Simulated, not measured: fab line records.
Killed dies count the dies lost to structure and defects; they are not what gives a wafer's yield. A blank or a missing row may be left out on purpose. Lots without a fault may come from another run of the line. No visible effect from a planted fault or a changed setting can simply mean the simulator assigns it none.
Code-filled problem report in 8D (eight disciplines) form ; flow n5-finfet ; the parts of the form that need people (team, actions taken, sign-off) are left out

== 1. THE PROBLEM ==
On 3 wafers of 1 lot, cd-nm at N5_BEOL_M4_CD_MEAS_28 has a mean of 14.30 nm; fault-free wafers read 26.23 nm, standard deviation 0.23. That puts it -52 standard deviations away from the usual mean.
The step: target cd 26.2 nm, target cd y 24.1 nm.
Seen first at day 10 15:22 on cd-sem-01, wafer L145.1. At this step, 27 wafers from 9 lots have a number in the record. Rule for "out" (also "out of limits"): further than 4 standard deviations from the usual mean. All remaining wafers that have a number are taken as sound.

== 2. WHAT IT IS, AND WHAT IT ISN'T ==
question;is;is not
which readings at this step;cd-nm;-
which lots;L145;L133, L138, L139, L141, L143, L152, L153, L155
which wafers of those lots;all that have a number;-
read on which gauges;cd-sem-01;cd-sem-02, cd-sem-03
when;from day 10 15:22;"up to then (15 sound wafers); but 9 sound wafers of L152, L153, L155 came after"

== 3. WHAT RULES OUT EACH SUSPECT ==
Counting: a tool at any process step up to the reading remains a suspect when it ran all the lots that are out and ran no sound lot after the first of those.
- ruled out: the gauge at N5_BEOL_M4_CD_MEAS_28. All the wafers that are out were read on cd-sem-01, but those of them that N5_BEOL_M4_EXPOSE_25 has rows for are out there too, on other tools.
- rie-diel-05 at N5_BEOL_M4_STRIP_19 (strips in O2): ruled out as a lasting fault. Following L145 (day 10 14:57), the first lot on it that is out, the sound lots L152, L155 were run on it.
- euv-scanner-01 at N5_BEOL_M4_EXPOSE_25 (exposes mask V3, defocus 5 nm): kept. It ran the lot that is out, L145 (day 10 15:13), and no sound lot after that; its last sound lot up to then is L143 (day 10 02:44). Out on those wafers are its own readings of exposure-dose-mJ-cm2.
After counting, what remains is euv-scanner-01 at N5_BEOL_M4_EXPOSE_25.

== 4. THE CAUSE (what the simulator had put in) ==
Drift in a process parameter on euv-scanner-01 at N5_BEOL_M4_EXPOSE_25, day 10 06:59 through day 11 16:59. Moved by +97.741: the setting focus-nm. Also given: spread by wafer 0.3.
This tool alone remained once counting was done.

== 5. THE EFFECT CHAIN, in route order ==
Each row: a reading whose mean over the struck wafers that have a number lies more than 3 standard deviations from the usual. Only readings for which the record gives a usual standard deviation are gone through. hours: the time from each lot's start at the first step in this table that gives one to its start at this step, as a median over the lots. sigmas: the change in usual standard deviations.
hours;step;reading;usual;on struck wafers;change;sigmas
0;N5_BEOL_M4_EXPOSE_25;exposure-dose-mJ-cm2;62.82;69.29;+6.47;+99 or more
0;N5_BEOL_M4_CD_MEAS_28;cd-nm;26.23 nm;14.30;-11.93;-52
133;N5_PASSIVATION_PROBE_49;defect-limited-yield;91.5 %;0.0;-91.5;-70
133;N5_PASSIVATION_PROBE_49;killed_at_M4_up;13;1099;+1086;+99 or more
133;N5_PASSIVATION_PROBE_49;killed-dies;101;1180;+1079;+72
133;N5_PASSIVATION_PROBE_49;killed-on-rim;14;152;+138;+32
133;N5_PASSIVATION_PROBE_49;sort_bin_5_function;5.0 %;18.1;+13.1;+15
133;N5_PASSIVATION_PROBE_49;sort-n-pass;1079;0;-1079;-67
133;N5_PASSIVATION_PROBE_49;sort-yield-pct;91.4 %;0.0;-91.4;-65
Process steps it contains:
- N5_BEOL_M4_EXPOSE_25: exposes mask V3, defocus 5 nm.
- N5_PASSIVATION_PROBE_49

== 6. HOW IT WOULD HAVE BEEN CAUGHT EARLIER ==
8 hours passed between the start of the fault at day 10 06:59 and the first reading out of limits at a measuring or inspecting step in this record, taken at day 10 15:22.
At N5_BEOL_M4_EXPOSE_25, the tool's own readings (exposure-dose-mJ-cm2) were out on each struck wafer the step has a row for, so an alarm limit on them would have fired on the first such wafer.
By day 10 15:22 the whole set of lots that are out, 1 in number, had already begun N5_BEOL_M4_EXPOSE_25 on euv-scanner-01. Holding the tool at that point would not have protected any of them.
